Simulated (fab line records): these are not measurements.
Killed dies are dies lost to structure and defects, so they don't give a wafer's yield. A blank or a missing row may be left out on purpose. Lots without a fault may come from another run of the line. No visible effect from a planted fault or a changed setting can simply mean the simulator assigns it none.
The tool behind it: which one?	flow nandHarc	12 lots, 36 wafers sampled, at 5 steps of a route of 1302

== WHAT THE GAUGES READ, wafer by wafer ==
NHARC_A_CHANNEL_HOLE_D1_CD_MEAS_30.
lot	measured	on	cdNm (nm)
L216	day 9 03:07	cdSem-01	90.4 92.8 90.8
L217	day 9 16:14	cdSem-02	90.1 90.7 90.3
L219	day 10 14:13	cdSem-02	89.2 88.2 90.4
L224	day 12 21:01	cdSem-03	1.0 0.2 0.6 1.1 0.2 0.4
L226	day 13 05:40	cdSem-01	0.6 0.3 0.9 0.2 0.2 0.8
L228	day 14 20:20	cdSem-03	89.1 90.1 87.4
L231	day 15 15:21	cdSem-01	91.2 89.7 91.5
L232	day 16 03:36	cdSem-03	90.5 89.9 90.0
L234	day 16 22:03	cdSem-01	89.9 88.8 89.0
L235	day 17 07:18	cdSem-01	89.8 90.4 87.9
L236	day 17 15:40	cdSem-02	90.3 91.5 88.7
L238	day 18 05:01	cdSem-02	90.1 88.4 90.6

== TOOL THAT RAN EACH LOT (tool first, then ch and the chambers of the sampled wafers, then the start) ==
lot	NHARC_A_ONON_D1_DEP_33	NHARC_A_CHANNEL_HOLE_D1_DEP_00	NHARC_A_CHANNEL_HOLE_D1_ETCH_24	NHARC_A_CHANNEL_HOLE_D1_STRIP_27
L216	pecvd-03 ch 0,1, day 8 16:59	aclDep-03 ch 0, day 8 17:34	harEtch-01 ch 1, day 8 23:50	rieDiel-12 ch 1,2,3, day 9 03:07 or earlier
L217	pecvd-04 ch 1,2, day 9 06:10	aclDep-03 ch 0, day 9 07:15	harEtch-02 ch 0,1, day 9 13:12	rieDiel-05 ch 0,1,2, day 9 16:14 or earlier
L219	pecvd-03 ch 0,1, day 10 03:23	aclDep-03 ch 0, day 10 03:55	harEtch-02 ch 0,1, day 10 10:50	rieDiel-08 ch 1,2,3, day 10 14:13 or earlier
L224	pecvd-03 ch 0,1,2, day 12 05:28	aclDep-02 ch 0, day 12 09:40	harEtch-02 ch 0,1, day 12 17:50	rieDiel-08 ch 0,1, day 12 21:01 or earlier
L226	pecvd-01 ch 1,2, day 12 19:34	aclDep-02 ch 0, day 12 20:05	harEtch-01 ch 0,1, day 13 02:15	rieDiel-08 ch 1,2,3, day 13 05:40 or earlier
L228	pecvd-03 ch 0,2, day 14 07:58	aclDep-03 ch 0, day 14 09:56	harEtch-01 ch 0,1, day 14 17:03	rieDiel-05 ch 1,2, day 14 20:20 or earlier
L231	pecvd-04 ch 1,2, day 15 05:17	aclDep-02 ch 0, day 15 05:47	harEtch-02 ch 0,1, day 15 11:58	rieDiel-12 ch 0,1,3, day 15 15:21 or earlier
L232	pecvd-01 ch 0,1, day 15 11:54	aclDep-02 ch 0, day 15 13:34	harEtch-02 ch 0,1, day 16 00:16	rieDiel-12 ch 0,1,2, day 16 03:36 or earlier
L234	pecvd-04 ch 1,2, day 16 12:02	aclDep-03 ch 0, day 16 12:32	harEtch-02 ch 0,1, day 16 18:47	rieDiel-08 ch 0,1,3, day 16 22:03 or earlier
L235	pecvd-03 ch 1,2, day 16 21:08	aclDep-01 ch 0, day 16 21:42	harEtch-01 ch 0, day 17 04:00	rieDiel-05 ch 0,2, day 17 07:18 or earlier
L236	pecvd-03 ch 0,1,2, day 17 02:52	aclDep-01 ch 0, day 17 03:25	harEtch-01 ch 0,1, day 17 12:17	rieDiel-08 ch 0,1,2, day 17 15:40 or earlier
L238	pecvd-04 ch 0,1,2, day 17 19:02	aclDep-02 ch 0, day 17 19:38	harEtch-02 ch 0,1, day 18 01:39	rieDiel-08 ch 0,2,3, day 18 05:01 or earlier
- NHARC_A_ONON_D1_DEP_33: deposits SiO2, target thk 200 nm.
- NHARC_A_CHANNEL_HOLE_D1_DEP_00: deposits aC, target thk 3100 nm.
- NHARC_A_CHANNEL_HOLE_D1_ETCH_24: etches the open film in C4F8/O2/Ar, time 906.2 s, target depth 1500 nm.
- NHARC_A_CHANNEL_HOLE_D1_STRIP_27: strips in O2.

== WHAT THE TOOLS THEMSELVES READ (means of the sampled wafers that have a number; where no wafer has one, the mark that the record gives instead) ==
NHARC_A_ONON_D1_DEP_33.
lot	tool	heaterPowerW (W)	throttleValvePct (%)
L216	pecvd-03	546	16.4
L217	pecvd-04	599	16.3
L219	pecvd-03	616	16.0
L224	pecvd-03	602	16.2
L226	pecvd-01	570	15.7
L228	pecvd-03	523	16.0
L231	pecvd-04	567	15.8
L232	pecvd-01	490	15.8
L234	pecvd-04	556	16.1
L235	pecvd-03	582	15.5
L236	pecvd-03	606	16.0
L238	pecvd-04	574	15.9

NHARC_A_CHANNEL_HOLE_D1_DEP_00.
lot	tool	throttleValvePct (%)
L216	aclDep-03	35.000
L217	aclDep-03	35.005
L219	aclDep-03	35.008
L224	aclDep-02	34.999
L226	aclDep-02	34.995
L228	aclDep-03	34.995
L231	aclDep-02	34.998
L232	aclDep-02	34.995
L234	aclDep-03	35.002
L235	aclDep-01	35.001
L236	aclDep-01	35.008
L238	aclDep-02	34.999

NHARC_A_CHANNEL_HOLE_D1_ETCH_24.
lot	tool	c4f8FlowSccm (sccm)	chamberPressureMTorr (mTorr)	drypumpMotorCurrentA (A)	showerheadPlenumPTorr (Torr)	throttleValvePct (%)
L216	harEtch-01	93.8	19.991	5.66	3.71	32.233
L217	harEtch-02	94.0	20.014	5.93	3.53	32.234
L219	harEtch-02	93.8	19.988	5.89	3.52	32.241
L224	harEtch-02	-	-	-	-	-
L226	harEtch-01	-	-	-	-	-
L228	harEtch-01	93.7	19.991	5.72	3.67	32.226
L231	harEtch-02	93.9	20.004	5.94	3.49	32.235
L232	harEtch-02	93.7	20.017	5.88	3.48	32.236
L234	harEtch-02	93.7	19.990	5.92	3.48	32.249
L235	harEtch-01	93.7	19.995	5.80	3.66	32.232
L236	harEtch-01	93.8	20.002	5.71	3.65	32.229
L238	harEtch-02	93.5	20.003	5.92	3.92	32.232

NHARC_A_CHANNEL_HOLE_D1_STRIP_27.
lot	tool	drypumpMotorCurrentA (A)	oesProductAu (a.u.)	rfVppV (V)	showerheadPlenumPTorr (Torr)	throttleValvePct (%)
L216	rieDiel-12	6.0	1.013	57.2	3.52	17.034
L217	rieDiel-05	5.8	1.001	57.3	3.48	17.027
L219	rieDiel-08	5.8	1.004	57.4	3.40	17.037
L224	rieDiel-08	5.9	1.003	57.5	3.45	17.034
L226	rieDiel-08	5.8	0.997	58.2	3.40	17.031
L228	rieDiel-05	5.9	0.996	56.9	3.40	17.032
L231	rieDiel-12	6.2	1.004	57.6	3.44	17.030
L232	rieDiel-12	6.0	1.006	57.7	3.51	17.036
L234	rieDiel-08	5.7	1.005	57.4	3.45	17.027
L235	rieDiel-05	5.5	0.988	57.4	3.51	17.036
L236	rieDiel-08	5.6	0.995	57.7	3.54	17.040
L238	rieDiel-08	5.4	0.998	58.4	3.54	17.035

== THE ANSWER, worked out from the rows above alone ==
Rule: usual is defined by the lots themselves. The widest of any qualifying gaps counts: lots, ordered by their means at a reading, are off when they make up no more than a third of the lots, leave a main group of 4 or more, and stand apart from it by 3 or more times the standard deviation of that group's means. The tables above print the reading to a certain number of digits; a main group whose means all agree to those digits is not used. Also off: a lot with no number at a reading for which 4 or more lots have one. The other lots that the step has rows for count as sound. Order of review: gauges by route order, followed by the tools' own readings, for which a lot's mean as printed above is used. At the first step where some lot is off, the reading lying furthest off is the one used; lots without a number count as furthest.
Off: L224, L226, at NHARC_A_CHANNEL_HOLE_D1_CD_MEAS_30 (cdNm). Main group: mean 89.9 nm, sd 0.74.
A tool fits if, at a process step before that reading, it ran every lot that is off, and no sound lot after the first of them. The gauges at NHARC_A_CHANNEL_HOLE_D1_CD_MEAS_30 aren't tried: what is off there is off at NHARC_A_CHANNEL_HOLE_D1_ETCH_24 too, on other tools, and a gauge's error can't cause that. Because NHARC_A_CHANNEL_HOLE_D1_STRIP_27 lacks a start for some lots, the hours and order of its lots are taken from NHARC_A_CHANNEL_HOLE_D1_CD_MEAS_30. Of those tried, none fits.

== WHAT THE SIMULATOR HAD PUT IN ==
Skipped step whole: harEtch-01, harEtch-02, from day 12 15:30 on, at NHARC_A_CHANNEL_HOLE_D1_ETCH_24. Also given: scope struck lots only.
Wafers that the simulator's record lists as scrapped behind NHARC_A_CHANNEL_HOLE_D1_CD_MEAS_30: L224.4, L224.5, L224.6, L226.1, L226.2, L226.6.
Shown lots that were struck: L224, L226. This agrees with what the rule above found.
